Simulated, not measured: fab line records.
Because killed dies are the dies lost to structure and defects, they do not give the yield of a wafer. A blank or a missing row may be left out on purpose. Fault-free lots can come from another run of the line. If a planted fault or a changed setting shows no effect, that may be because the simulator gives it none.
What tool caused it? / flow nand-harc / 72 wafers from 24 lots sampled at 5 of the route's 1159 steps

WHAT THE GAUGES READ, wafer by wafer
NHARC_P_M0_INSPECT_11.
lot=L074; measured=day 6 03:08; on=defect-inspect-02; raw-defect-count=3 5 6
lot=L075; measured=day 6 10:04; on=defect-inspect-02; raw-defect-count=2 2 1
lot=L076; measured=day 6 13:50; on=defect-inspect-01; raw-defect-count=5 3 3
lot=L077; measured=day 6 19:47; on=defect-inspect-02; raw-defect-count=5 4 5
lot=L078; measured=day 6 22:54; on=defect-inspect-02; raw-defect-count=2 1 1
lot=L080; measured=day 7 00:58; on=defect-inspect-01; raw-defect-count=2 2 4
lot=L079; measured=day 7 01:34; on=defect-inspect-02; raw-defect-count=1 3 1
lot=L081; measured=day 7 13:27; on=defect-inspect-01; raw-defect-count=4 0 3
lot=L082; measured=day 7 15:49; on=defect-inspect-01; raw-defect-count=3 6 2
lot=L083; measured=day 8 06:14; on=defect-inspect-01; raw-defect-count=2 2 2
lot=L085; measured=day 8 13:40; on=defect-inspect-01; raw-defect-count=2 0 6
lot=L084; measured=day 8 14:28; on=defect-inspect-01; raw-defect-count=6 2 4
lot=L088; measured=day 9 02:46; on=defect-inspect-01; raw-defect-count=2 3 7
lot=L087; measured=day 9 03:57; on=defect-inspect-01; raw-defect-count=9 8 2
lot=L086; measured=day 9 04:37; on=defect-inspect-01; raw-defect-count=4 4 4
lot=L090; measured=day 9 22:02; on=defect-inspect-02; raw-defect-count=3 8 2
lot=L089; measured=day 9 22:36; on=defect-inspect-02; raw-defect-count=2 0 1
lot=L091; measured=day 10 05:12; on=defect-inspect-01; raw-defect-count=2 4 3
lot=L092; measured=day 10 05:37; on=defect-inspect-02; raw-defect-count=3 0 1
lot=L094; measured=day 10 14:59; on=defect-inspect-02; raw-defect-count=8 8 2
lot=L093; measured=day 10 15:50; on=defect-inspect-02; raw-defect-count=6 2 3
lot=L095; measured=day 11 10:07; on=defect-inspect-01; raw-defect-count=5 3 3
lot=L096; measured=day 11 12:37; on=defect-inspect-01; raw-defect-count=8 5 8
lot=L097; measured=day 12 00:17; on=defect-inspect-02; raw-defect-count=7 7 4

NHARC_P_M1_OVL_MEAS_10: pitch 260 nm.
lot=L074; measured=day 6 07:09; on=overlay-02; overlay-x-nm (nm)=0.3 0.7 0.7; overlay-y-nm (nm)=-0.6 -0.1 0.5
lot=L075; measured=day 6 14:07; on=overlay-02; overlay-x-nm (nm)=-0.9 -0.4 -0.2; overlay-y-nm (nm)=-1.0 -1.1 -1.1
lot=L076; measured=day 6 18:01; on=overlay-01; overlay-x-nm (nm)=0.5 0.1 0.3; overlay-y-nm (nm)=0.5 0.8 0.3
lot=L077; measured=day 6 23:41; on=overlay-01; overlay-x-nm (nm)=-0.2 0.0 -0.2; overlay-y-nm (nm)=-1.3 -1.0 -1.5
lot=L078; measured=day 7 02:47; on=overlay-02; overlay-x-nm (nm)=1.3 2.0 1.9; overlay-y-nm (nm)=-0.8 -1.0 -1.2
lot=L080; measured=day 7 05:16; on=overlay-02; overlay-x-nm (nm)=0.0 0.8 0.4; overlay-y-nm (nm)=-1.4 -1.3 -1.4
lot=L079; measured=day 7 05:37; on=overlay-01; overlay-x-nm (nm)=0.7 0.1 0.3; overlay-y-nm (nm)=-0.7 -0.9 -0.9
lot=L081; measured=day 7 17:29; on=overlay-01; overlay-x-nm (nm)=-2.0 -1.2 -1.9; overlay-y-nm (nm)=-3.0 -3.3 -3.1
lot=L082; measured=day 7 19:42; on=overlay-02; overlay-x-nm (nm)=-0.4 -0.9 -0.4; overlay-y-nm (nm)=-0.3 0.0 -0.5
lot=L083; measured=day 8 10:15; on=overlay-02; overlay-x-nm (nm)=0.3 -0.1 0.1; overlay-y-nm (nm)=-0.2 0.4 0.2
lot=L085; measured=day 8 17:43; on=overlay-02; overlay-x-nm (nm)=-0.3 -1.1 -0.5; overlay-y-nm (nm)=-0.9 -0.8 -0.3
lot=L084; measured=day 8 18:40; on=overlay-01; overlay-x-nm (nm)=-0.4 -0.7 -0.2; overlay-y-nm (nm)=0.0 0.0 0.2
lot=L088; measured=day 9 07:03; on=overlay-02; overlay-x-nm (nm)=-1.7 -1.5 -1.5; overlay-y-nm (nm)=0.7 0.8 0.8
lot=L087; measured=day 9 08:45; on=overlay-01; overlay-x-nm (nm)=-0.2 0.0 0.0; overlay-y-nm (nm)=-0.8 -1.0 -1.2
lot=L086; measured=day 9 08:47; on=overlay-02; overlay-x-nm (nm)=-1.6 -1.0 -0.7; overlay-y-nm (nm)=-0.7 -0.5 -0.5
lot=L090; measured=day 10 02:07; on=overlay-02; overlay-x-nm (nm)=-0.4 0.0 -0.4; overlay-y-nm (nm)=-1.2 -1.6 -1.3
lot=L089; measured=day 10 02:49; on=overlay-01; overlay-x-nm (nm)=-0.3 0.0 0.3; overlay-y-nm (nm)=-0.7 -0.4 -0.3
lot=L091; measured=day 10 09:28; on=overlay-01; overlay-x-nm (nm)=-0.2 -0.2 0.2; overlay-y-nm (nm)=0.7 0.9 0.5
lot=L092; measured=day 10 10:09; on=overlay-02; overlay-x-nm (nm)=-0.4 -1.0 -1.0; overlay-y-nm (nm)=1.3 1.2 1.0
lot=L094; measured=day 10 18:56; on=overlay-02; overlay-x-nm (nm)=0.4 0.5 0.3; overlay-y-nm (nm)=0.0 -0.7 0.1
lot=L093; measured=day 10 19:46; on=overlay-01; overlay-x-nm (nm)=0.7 0.5 0.1; overlay-y-nm (nm)=0.8 0.2 -0.2
lot=L095; measured=day 11 14:03; on=overlay-02; overlay-x-nm (nm)=-1.5 -1.5 -1.3; overlay-y-nm (nm)=1.1 1.2 0.7
lot=L096; measured=day 11 16:41; on=overlay-01; overlay-x-nm (nm)=0.9 1.0 1.5; overlay-y-nm (nm)=-0.4 -0.7 -0.2
lot=L097; measured=day 12 04:19; on=overlay-02; overlay-x-nm (nm)=-1.3 -1.0 -1.4; overlay-y-nm (nm)=0.0 -0.1 -0.2

EACH LOT AND THE TOOL THAT RAN IT (in order: tool; ch and the chambers of the sampled wafers; start)
lot=L074; NHARC_P_GATE_DESCUM_48=rie-diel-07 ch 2,3, day 5 06:04; NHARC_P_GATE_DESCUM_61=rie-diel-07 ch 0,2,3, day 5 07:52; NHARC_P_M0_PVD_21=pvd-sputter-02, day 6 07:09 or earlier
lot=L075; NHARC_P_GATE_DESCUM_48=rie-diel-07 ch 0,1,3, day 5 16:54; NHARC_P_GATE_DESCUM_61=rie-diel-06 ch 2,3, day 5 18:32; NHARC_P_M0_PVD_21=pvd-sputter-01, day 6 14:07 or earlier
lot=L076; NHARC_P_GATE_DESCUM_48=rie-diel-03 ch 0,2, day 5 18:36; NHARC_P_GATE_DESCUM_61=rie-diel-03 ch 0,3, day 5 20:37; NHARC_P_M0_PVD_21=pvd-sputter-03, day 6 18:01 or earlier
lot=L077; NHARC_P_GATE_DESCUM_48=rie-diel-07 ch 1,2, day 6 01:17; NHARC_P_GATE_DESCUM_61=rie-diel-07 ch 0,2,3, day 6 03:00; NHARC_P_M0_PVD_21=pvd-sputter-03, day 6 23:41 or earlier
lot=L078; NHARC_P_GATE_DESCUM_48=rie-diel-07 ch 1,2,3, day 6 02:47; NHARC_P_GATE_DESCUM_61=rie-diel-07 ch 2,3, day 6 04:25; NHARC_P_M0_PVD_21=pvd-sputter-01, day 7 02:47 or earlier
lot=L080; NHARC_P_GATE_DESCUM_48=rie-diel-07 ch 1,2, day 6 11:28; NHARC_P_GATE_DESCUM_61=rie-diel-07 ch 0,1, day 6 13:14; NHARC_P_M0_PVD_21=pvd-sputter-02, day 7 05:16 or earlier
lot=L079; NHARC_P_GATE_DESCUM_48=rie-diel-03 ch 0,1, day 6 12:39; NHARC_P_GATE_DESCUM_61=rie-diel-07 ch 0,3, day 6 14:16; NHARC_P_M0_PVD_21=pvd-sputter-01, day 7 05:37 or earlier
lot=L081; NHARC_P_GATE_DESCUM_48=rie-diel-07 ch 0,1,3, day 6 20:30; NHARC_P_GATE_DESCUM_61=rie-diel-03 ch 0,2,3, day 6 22:16; NHARC_P_M0_PVD_21=pvd-sputter-02, day 7 17:29 or earlier
lot=L082; NHARC_P_GATE_DESCUM_48=rie-diel-03 ch 0,2, day 7 03:55; NHARC_P_GATE_DESCUM_61=rie-diel-06 ch 1,3, day 7 05:32; NHARC_P_M0_PVD_21=pvd-sputter-03, day 7 19:42 or earlier
lot=L083; NHARC_P_GATE_DESCUM_48=rie-diel-07 ch 0,2,3, day 7 17:16; NHARC_P_GATE_DESCUM_61=rie-diel-07 ch 0,1,2, day 7 19:01; NHARC_P_M0_PVD_21=pvd-sputter-01, day 8 10:15 or earlier
lot=L085; NHARC_P_GATE_DESCUM_48=rie-diel-06 ch 1,2,3, day 8 01:23; NHARC_P_GATE_DESCUM_61=rie-diel-07 ch 0,1,3, day 8 03:10; NHARC_P_M0_PVD_21=pvd-sputter-03, day 8 17:43 or earlier
lot=L084; NHARC_P_GATE_DESCUM_48=rie-diel-07 ch 1,2,3, day 8 02:06; NHARC_P_GATE_DESCUM_61=rie-diel-03 ch 0,1,3, day 8 03:52; NHARC_P_M0_PVD_21=pvd-sputter-01, day 8 18:40 or earlier
lot=L088; NHARC_P_GATE_DESCUM_48=rie-diel-07 ch 0,1,3, day 8 11:10; NHARC_P_GATE_DESCUM_61=rie-diel-06 ch 0,1, day 8 12:54; NHARC_P_M0_PVD_21=pvd-sputter-03, day 9 07:03 or earlier
lot=L087; NHARC_P_GATE_DESCUM_48=rie-diel-07 ch 0,1,3, day 8 11:50; NHARC_P_GATE_DESCUM_61=rie-diel-06 ch 2,3, day 8 13:35; NHARC_P_M0_PVD_21=pvd-sputter-01, day 9 08:45 or earlier
lot=L086; NHARC_P_GATE_DESCUM_48=rie-diel-06 ch 0,1,3, day 8 12:20; NHARC_P_GATE_DESCUM_61=rie-diel-03 ch 1,2,3, day 8 14:07; NHARC_P_M0_PVD_21=pvd-sputter-02, day 9 08:47 or earlier
lot=L090; NHARC_P_GATE_DESCUM_48=rie-diel-07 ch 0,1, day 9 06:39; NHARC_P_GATE_DESCUM_61=rie-diel-07 ch 1,2, day 9 08:17; NHARC_P_M0_PVD_21=pvd-sputter-03, day 10 02:07 or earlier
lot=L089; NHARC_P_GATE_DESCUM_48=rie-diel-07 ch 0,1,2, day 9 06:49; NHARC_P_GATE_DESCUM_61=rie-diel-07 ch 2,3, day 9 08:35; NHARC_P_M0_PVD_21=pvd-sputter-01, day 10 02:49 or earlier
lot=L091; NHARC_P_GATE_DESCUM_48=rie-diel-03 ch 0,1,3, day 9 12:56; NHARC_P_GATE_DESCUM_61=rie-diel-07 ch 2,3, day 9 14:33; NHARC_P_M0_PVD_21=pvd-sputter-01, day 10 09:28 or earlier
lot=L092; NHARC_P_GATE_DESCUM_48=rie-diel-03 ch 0,1,3, day 9 13:04; NHARC_P_GATE_DESCUM_61=rie-diel-03 ch 0,1, day 9 14:49; NHARC_P_M0_PVD_21=pvd-sputter-01, day 10 10:09 or earlier
lot=L094; NHARC_P_GATE_DESCUM_48=rie-diel-07 ch 0,1,3, day 9 23:19; NHARC_P_GATE_DESCUM_61=rie-diel-06 ch 0,1,2, day 10 01:10; NHARC_P_M0_PVD_21=pvd-sputter-02, day 10 18:56 or earlier
lot=L093; NHARC_P_GATE_DESCUM_48=rie-diel-07 ch 1,3, day 9 23:28; NHARC_P_GATE_DESCUM_61=rie-diel-06 ch 0,1,2, day 10 01:18; NHARC_P_M0_PVD_21=pvd-sputter-01, day 10 19:46 or earlier
lot=L095; NHARC_P_GATE_DESCUM_48=rie-diel-03 ch 0,1,3, day 10 15:17; NHARC_P_GATE_DESCUM_61=rie-diel-06 ch 0,1, day 10 17:02; NHARC_P_M0_PVD_21=pvd-sputter-03, day 11 14:03 or earlier
lot=L096; NHARC_P_GATE_DESCUM_48=rie-diel-03 ch 1,2,3, day 10 21:07; NHARC_P_GATE_DESCUM_61=rie-diel-07 ch 1,2, day 10 22:50; NHARC_P_M0_PVD_21=pvd-sputter-03, day 11 16:41 or earlier
lot=L097; NHARC_P_GATE_DESCUM_48=rie-diel-03 ch 0,3, day 11 03:11; NHARC_P_GATE_DESCUM_61=rie-diel-07 ch 0,2,3, day 11 04:51; NHARC_P_M0_PVD_21=pvd-sputter-01, day 12 04:19 or earlier
- NHARC_P_GATE_DESCUM_48: chemistry O2, time 3 s.
- NHARC_P_GATE_DESCUM_61: chemistry O2, time 3 s.
- NHARC_P_M0_PVD_21: deposits Cu, target thk 30 nm, time 20.49 s.

AS READ BY THE TOOLS THEMSELVES (means over the sampled wafers that have a number; for cases with no such wafer, the mark the record gives instead)
NHARC_P_GATE_DESCUM_48.
lot=L074; tool=rie-diel-07; drypump-motor-current-A (A)=5.5; mfc-ar-sccm (sccm)=0.011; oes-product-au (a.u.)=0.995; rf-vpp-V (V)=58.1; showerhead-plenum-p-Torr (Torr)=2.02; throttle-valve-pct (%)=11.307
lot=L075; tool=rie-diel-07; drypump-motor-current-A (A)=5.4; mfc-ar-sccm (sccm)=0.009; oes-product-au (a.u.)=1.007; rf-vpp-V (V)=58.4; showerhead-plenum-p-Torr (Torr)=2.02; throttle-valve-pct (%)=11.316
lot=L076; tool=rie-diel-03; drypump-motor-current-A (A)=5.2; mfc-ar-sccm (sccm)=0.011; oes-product-au (a.u.)=0.998; rf-vpp-V (V)=57.7; showerhead-plenum-p-Torr (Torr)=1.93; throttle-valve-pct (%)=11.305
lot=L077; tool=rie-diel-07; drypump-motor-current-A (A)=5.5; mfc-ar-sccm (sccm)=0.013; oes-product-au (a.u.)=1.005; rf-vpp-V (V)=57.1; showerhead-plenum-p-Torr (Torr)=1.99; throttle-valve-pct (%)=11.309
lot=L078; tool=rie-diel-07; drypump-motor-current-A (A)=5.5; mfc-ar-sccm (sccm)=0.013; oes-product-au (a.u.)=1.008; rf-vpp-V (V)=58.3; showerhead-plenum-p-Torr (Torr)=2.02; throttle-valve-pct (%)=11.308
lot=L080; tool=rie-diel-07; drypump-motor-current-A (A)=5.5; mfc-ar-sccm (sccm)=0.015; oes-product-au (a.u.)=1.010; rf-vpp-V (V)=58.4; showerhead-plenum-p-Torr (Torr)=2.02; throttle-valve-pct (%)=11.311
lot=L079; tool=rie-diel-03; drypump-motor-current-A (A)=6.0; mfc-ar-sccm (sccm)=0.011; oes-product-au (a.u.)=1.006; rf-vpp-V (V)=58.1; showerhead-plenum-p-Torr (Torr)=1.95; throttle-valve-pct (%)=11.311
lot=L081; tool=rie-diel-07; drypump-motor-current-A (A)=5.4; mfc-ar-sccm (sccm)=0.009; oes-product-au (a.u.)=0.997; rf-vpp-V (V)=58.0; showerhead-plenum-p-Torr (Torr)=2.02; throttle-valve-pct (%)=11.308
lot=L082; tool=rie-diel-03; drypump-motor-current-A (A)=5.2; mfc-ar-sccm (sccm)=0.011; oes-product-au (a.u.)=1.001; rf-vpp-V (V)=57.6; showerhead-plenum-p-Torr (Torr)=1.93; throttle-valve-pct (%)=11.311
lot=L083; tool=rie-diel-07; drypump-motor-current-A (A)=5.4; mfc-ar-sccm (sccm)=0.007; oes-product-au (a.u.)=0.993; rf-vpp-V (V)=58.0; showerhead-plenum-p-Torr (Torr)=1.99; throttle-valve-pct (%)=11.313
lot=L085; tool=rie-diel-06; drypump-motor-current-A (A)=5.5; mfc-ar-sccm (sccm)=0.000; oes-product-au (a.u.)=0.994; rf-vpp-V (V)=58.2; showerhead-plenum-p-Torr (Torr)=1.82; throttle-valve-pct (%)=11.311
lot=L084; tool=rie-diel-07; drypump-motor-current-A (A)=5.5; mfc-ar-sccm (sccm)=0.013; oes-product-au (a.u.)=0.995; rf-vpp-V (V)=57.8; showerhead-plenum-p-Torr (Torr)=2.02; throttle-valve-pct (%)=11.308
lot=L088; tool=rie-diel-07; drypump-motor-current-A (A)=5.4; mfc-ar-sccm (sccm)=0.009; oes-product-au (a.u.)=0.999; rf-vpp-V (V)=57.2; showerhead-plenum-p-Torr (Torr)=2.01; throttle-valve-pct (%)=11.308
lot=L087; tool=rie-diel-07; drypump-motor-current-A (A)=5.4; mfc-ar-sccm (sccm)=0.009; oes-product-au (a.u.)=0.999; rf-vpp-V (V)=58.8; showerhead-plenum-p-Torr (Torr)=2.01; throttle-valve-pct (%)=11.323
lot=L086; tool=rie-diel-06; drypump-motor-current-A (A)=5.6; mfc-ar-sccm (sccm)=0.000; oes-product-au (a.u.)=0.997; rf-vpp-V (V)=58.0; showerhead-plenum-p-Torr (Torr)=1.84; throttle-valve-pct (%)=11.314
lot=L090; tool=rie-diel-07; drypump-motor-current-A (A)=5.3; mfc-ar-sccm (sccm)=0.011; oes-product-au (a.u.)=1.007; rf-vpp-V (V)=57.5; showerhead-plenum-p-Torr (Torr)=2.01; throttle-valve-pct (%)=11.306
lot=L089; tool=rie-diel-07; drypump-motor-current-A (A)=5.4; mfc-ar-sccm (sccm)=0.009; oes-product-au (a.u.)=1.003; rf-vpp-V (V)=57.2; showerhead-plenum-p-Torr (Torr)=1.99; throttle-valve-pct (%)=11.313
lot=L091; tool=rie-diel-03; drypump-motor-current-A (A)=5.8; mfc-ar-sccm (sccm)=0.023; oes-product-au (a.u.)=1.006; rf-vpp-V (V)=58.2; showerhead-plenum-p-Torr (Torr)=1.88; throttle-valve-pct (%)=11.309
lot=L092; tool=rie-diel-03; drypump-motor-current-A (A)=5.8; mfc-ar-sccm (sccm)=0.023; oes-product-au (a.u.)=0.999; rf-vpp-V (V)=57.0; showerhead-plenum-p-Torr (Torr)=1.88; throttle-valve-pct (%)=11.313
lot=L094; tool=rie-diel-07; drypump-motor-current-A (A)=5.4; mfc-ar-sccm (sccm)=0.009; oes-product-au (a.u.)=0.987; rf-vpp-V (V)=57.5; showerhead-plenum-p-Torr (Torr)=2.01; throttle-valve-pct (%)=11.313
lot=L093; tool=rie-diel-07; drypump-motor-current-A (A)=5.5; mfc-ar-sccm (sccm)=0.015; oes-product-au (a.u.)=0.995; rf-vpp-V (V)=58.6; showerhead-plenum-p-Torr (Torr)=2.04; throttle-valve-pct (%)=11.306
lot=L095; tool=rie-diel-03; drypump-motor-current-A (A)=5.8; mfc-ar-sccm (sccm)=0.023; oes-product-au (a.u.)=0.996; rf-vpp-V (V)=58.5; showerhead-plenum-p-Torr (Torr)=1.98; throttle-valve-pct (%)=11.309
lot=L096; tool=rie-diel-03; drypump-motor-current-A (A)=5.5; mfc-ar-sccm (sccm)=0.017; oes-product-au (a.u.)=0.987; rf-vpp-V (V)=58.8; showerhead-plenum-p-Torr (Torr)=2.01; throttle-valve-pct (%)=11.306
lot=L097; tool=rie-diel-03; drypump-motor-current-A (A)=5.5; mfc-ar-sccm (sccm)=0.025; oes-product-au (a.u.)=0.989; rf-vpp-V (V)=58.5; showerhead-plenum-p-Torr (Torr)=1.95; throttle-valve-pct (%)=11.313

NHARC_P_GATE_DESCUM_61.
lot=L074; tool=rie-diel-07; drypump-motor-current-A (A)=5.4; mfc-ar-sccm (sccm)=0.007; oes-product-au (a.u.)=0.998; rf-vpp-V (V)=57.3; showerhead-plenum-p-Torr (Torr)=2.00; throttle-valve-pct (%)=11.306
lot=L075; tool=rie-diel-06; drypump-motor-current-A (A)=5.7; mfc-ar-sccm (sccm)=0.000; oes-product-au (a.u.)=1.011; rf-vpp-V (V)=56.9; showerhead-plenum-p-Torr (Torr)=1.79; throttle-valve-pct (%)=11.304
lot=L076; tool=rie-diel-03; drypump-motor-current-A (A)=5.5; mfc-ar-sccm (sccm)=0.025; oes-product-au (a.u.)=0.991; rf-vpp-V (V)=57.7; showerhead-plenum-p-Torr (Torr)=1.86; throttle-valve-pct (%)=11.323
lot=L077; tool=rie-diel-07; drypump-motor-current-A (A)=5.4; mfc-ar-sccm (sccm)=0.007; oes-product-au (a.u.)=0.990; rf-vpp-V (V)=57.7; showerhead-plenum-p-Torr (Torr)=2.00; throttle-valve-pct (%)=11.310
lot=L078; tool=rie-diel-07; drypump-motor-current-A (A)=5.5; mfc-ar-sccm (sccm)=0.011; oes-product-au (a.u.)=0.996; rf-vpp-V (V)=58.4; showerhead-plenum-p-Torr (Torr)=2.00; throttle-valve-pct (%)=11.309
lot=L080; tool=rie-diel-07; drypump-motor-current-A (A)=5.4; mfc-ar-sccm (sccm)=0.011; oes-product-au (a.u.)=1.004; rf-vpp-V (V)=58.5; showerhead-plenum-p-Torr (Torr)=2.02; throttle-valve-pct (%)=11.308
lot=L079; tool=rie-diel-07; drypump-motor-current-A (A)=5.2; mfc-ar-sccm (sccm)=0.004; oes-product-au (a.u.)=0.998; rf-vpp-V (V)=58.7; showerhead-plenum-p-Torr (Torr)=1.99; throttle-valve-pct (%)=11.318
lot=L081; tool=rie-diel-03; drypump-motor-current-A (A)=5.2; mfc-ar-sccm (sccm)=0.020; oes-product-au (a.u.)=0.999; rf-vpp-V (V)=57.5; showerhead-plenum-p-Torr (Torr)=1.89; throttle-valve-pct (%)=11.319
lot=L082; tool=rie-diel-06; drypump-motor-current-A (A)=5.4; mfc-ar-sccm (sccm)=0.000; oes-product-au (a.u.)=1.003; rf-vpp-V (V)=56.7; showerhead-plenum-p-Torr (Torr)=1.85; throttle-valve-pct (%)=11.314
lot=L083; tool=rie-diel-07; drypump-motor-current-A (A)=5.3; mfc-ar-sccm (sccm)=0.009; oes-product-au (a.u.)=1.006; rf-vpp-V (V)=57.9; showerhead-plenum-p-Torr (Torr)=1.99; throttle-valve-pct (%)=11.309
lot=L085; tool=rie-diel-07; drypump-motor-current-A (A)=5.4; mfc-ar-sccm (sccm)=0.009; oes-product-au (a.u.)=0.998; rf-vpp-V (V)=58.6; showerhead-plenum-p-Torr (Torr)=2.02; throttle-valve-pct (%)=11.312
lot=L084; tool=rie-diel-03; drypump-motor-current-A (A)=5.8; mfc-ar-sccm (sccm)=0.023; oes-product-au (a.u.)=0.991; rf-vpp-V (V)=57.6; showerhead-plenum-p-Torr (Torr)=1.88; throttle-valve-pct (%)=11.311
lot=L088; tool=rie-diel-06; drypump-motor-current-A (A)=5.4; mfc-ar-sccm (sccm)=0.000; oes-product-au (a.u.)=1.007; rf-vpp-V (V)=57.2; showerhead-plenum-p-Torr (Torr)=1.84; throttle-valve-pct (%)=11.303
lot=L087; tool=rie-diel-06; drypump-motor-current-A (A)=5.9; mfc-ar-sccm (sccm)=0.000; oes-product-au (a.u.)=0.992; rf-vpp-V (V)=56.5; showerhead-plenum-p-Torr (Torr)=1.81; throttle-valve-pct (%)=11.312
lot=L086; tool=rie-diel-03; drypump-motor-current-A (A)=5.5; mfc-ar-sccm (sccm)=0.017; oes-product-au (a.u.)=0.994; rf-vpp-V (V)=57.9; showerhead-plenum-p-Torr (Torr)=1.91; throttle-valve-pct (%)=11.316
lot=L090; tool=rie-diel-07; drypump-motor-current-A (A)=5.5; mfc-ar-sccm (sccm)=0.013; oes-product-au (a.u.)=0.995; rf-vpp-V (V)=58.1; showerhead-plenum-p-Torr (Torr)=1.99; throttle-valve-pct (%)=11.322
lot=L089; tool=rie-diel-07; drypump-motor-current-A (A)=5.5; mfc-ar-sccm (sccm)=0.011; oes-product-au (a.u.)=0.992; rf-vpp-V (V)=58.4; showerhead-plenum-p-Torr (Torr)=2.02; throttle-valve-pct (%)=11.320
lot=L091; tool=rie-diel-07; drypump-motor-current-A (A)=5.5; mfc-ar-sccm (sccm)=0.011; oes-product-au (a.u.)=0.994; rf-vpp-V (V)=58.7; showerhead-plenum-p-Torr (Torr)=1.99; throttle-valve-pct (%)=11.311
lot=L092; tool=rie-diel-03; drypump-motor-current-A (A)=6.0; mfc-ar-sccm (sccm)=0.011; oes-product-au (a.u.)=0.998; rf-vpp-V (V)=58.2; showerhead-plenum-p-Torr (Torr)=1.94; throttle-valve-pct (%)=11.304
lot=L094; tool=rie-diel-06; drypump-motor-current-A (A)=5.4; mfc-ar-sccm (sccm)=0.000; oes-product-au (a.u.)=1.003; rf-vpp-V (V)=58.3; showerhead-plenum-p-Torr (Torr)=1.82; throttle-valve-pct (%)=11.310
lot=L093; tool=rie-diel-06; drypump-motor-current-A (A)=5.4; mfc-ar-sccm (sccm)=0.000; oes-product-au (a.u.)=1.005; rf-vpp-V (V)=58.0; showerhead-plenum-p-Torr (Torr)=1.82; throttle-valve-pct (%)=11.315
lot=L095; tool=rie-diel-06; drypump-motor-current-A (A)=5.2; mfc-ar-sccm (sccm)=0.000; oes-product-au (a.u.)=1.000; rf-vpp-V (V)=57.9; showerhead-plenum-p-Torr (Torr)=1.85; throttle-valve-pct (%)=11.314
lot=L096; tool=rie-diel-07; drypump-motor-current-A (A)=5.5; mfc-ar-sccm (sccm)=0.015; oes-product-au (a.u.)=0.997; rf-vpp-V (V)=57.6; showerhead-plenum-p-Torr (Torr)=2.01; throttle-valve-pct (%)=11.315
lot=L097; tool=rie-diel-07; drypump-motor-current-A (A)=5.4; mfc-ar-sccm (sccm)=0.007; oes-product-au (a.u.)=0.989; rf-vpp-V (V)=57.3; showerhead-plenum-p-Torr (Torr)=1.99; throttle-valve-pct (%)=11.307

NHARC_P_M0_PVD_21.
lot=L074; tool=pvd-sputter-02; cathode-dc-power-W (W)=5000.3; throttle-valve-pct (%)=29.4
lot=L075; tool=pvd-sputter-01; cathode-dc-power-W (W)=5000.8; throttle-valve-pct (%)=30.2
lot=L076; tool=pvd-sputter-03; cathode-dc-power-W (W)=4999.5; throttle-valve-pct (%)=28.9
lot=L077; tool=pvd-sputter-03; cathode-dc-power-W (W)=4999.6; throttle-valve-pct (%)=28.9
lot=L078; tool=pvd-sputter-01; cathode-dc-power-W (W)=5000.3; throttle-valve-pct (%)=29.4
lot=L080; tool=pvd-sputter-02; cathode-dc-power-W (W)=5000.0; throttle-valve-pct (%)=30.1
lot=L079; tool=pvd-sputter-01; cathode-dc-power-W (W)=5000.2; throttle-valve-pct (%)=29.7
lot=L081; tool=pvd-sputter-02; cathode-dc-power-W (W)=5000.0; throttle-valve-pct (%)=29.6
lot=L082; tool=pvd-sputter-03; cathode-dc-power-W (W)=5000.4; throttle-valve-pct (%)=29.1
lot=L083; tool=pvd-sputter-01; cathode-dc-power-W (W)=4999.3; throttle-valve-pct (%)=29.8
lot=L085; tool=pvd-sputter-03; cathode-dc-power-W (W)=4999.8; throttle-valve-pct (%)=29.2
lot=L084; tool=pvd-sputter-01; cathode-dc-power-W (W)=5000.6; throttle-valve-pct (%)=29.8
lot=L088; tool=pvd-sputter-03; cathode-dc-power-W (W)=5000.2; throttle-valve-pct (%)=29.7
lot=L087; tool=pvd-sputter-01; cathode-dc-power-W (W)=5000.8; throttle-valve-pct (%)=29.0
lot=L086; tool=pvd-sputter-02; cathode-dc-power-W (W)=4999.8; throttle-valve-pct (%)=29.9
lot=L090; tool=pvd-sputter-03; cathode-dc-power-W (W)=5000.0; throttle-valve-pct (%)=28.8
lot=L089; tool=pvd-sputter-01; cathode-dc-power-W (W)=4999.3; throttle-valve-pct (%)=29.3
lot=L091; tool=pvd-sputter-01; cathode-dc-power-W (W)=4999.4; throttle-valve-pct (%)=29.7
lot=L092; tool=pvd-sputter-01; cathode-dc-power-W (W)=4999.8; throttle-valve-pct (%)=29.8
lot=L094; tool=pvd-sputter-02; cathode-dc-power-W (W)=4999.7; throttle-valve-pct (%)=29.7
lot=L093; tool=pvd-sputter-01; cathode-dc-power-W (W)=5000.1; throttle-valve-pct (%)=30.1
lot=L095; tool=pvd-sputter-03; cathode-dc-power-W (W)=4999.1; throttle-valve-pct (%)=28.8
lot=L096; tool=pvd-sputter-03; cathode-dc-power-W (W)=4999.7; throttle-valve-pct (%)=29.0
lot=L097; tool=pvd-sputter-01; cathode-dc-power-W (W)=4999.9; throttle-valve-pct (%)=29.8

THE ANSWER, worked out from the rows above alone
Rule: the lots themselves supply what counts as usual. Put in order of their means at a reading, lots are off if they are a third of the lots or fewer, leave a main group of 4 or more, and stand apart from it by a gap of 3 or more times the standard deviation of the main group's means; of several such gaps the widest counts. The tables above print the reading to a certain number of digits; a main group whose means all agree to those digits is not used. A lot without any number at a reading at which 4 lots or more have one is off too. The other lots that the step has rows for count as sound. First the gauges in route order, then the tools' own readings, where a lot's mean is used as printed above. At the first step where some lot is off, the reading lying furthest off is the one used; lots without a number count as furthest.
No lot is off on any of the readings shown, so nothing can be concluded from this.

WHAT THE SIMULATOR HAD INSERTED
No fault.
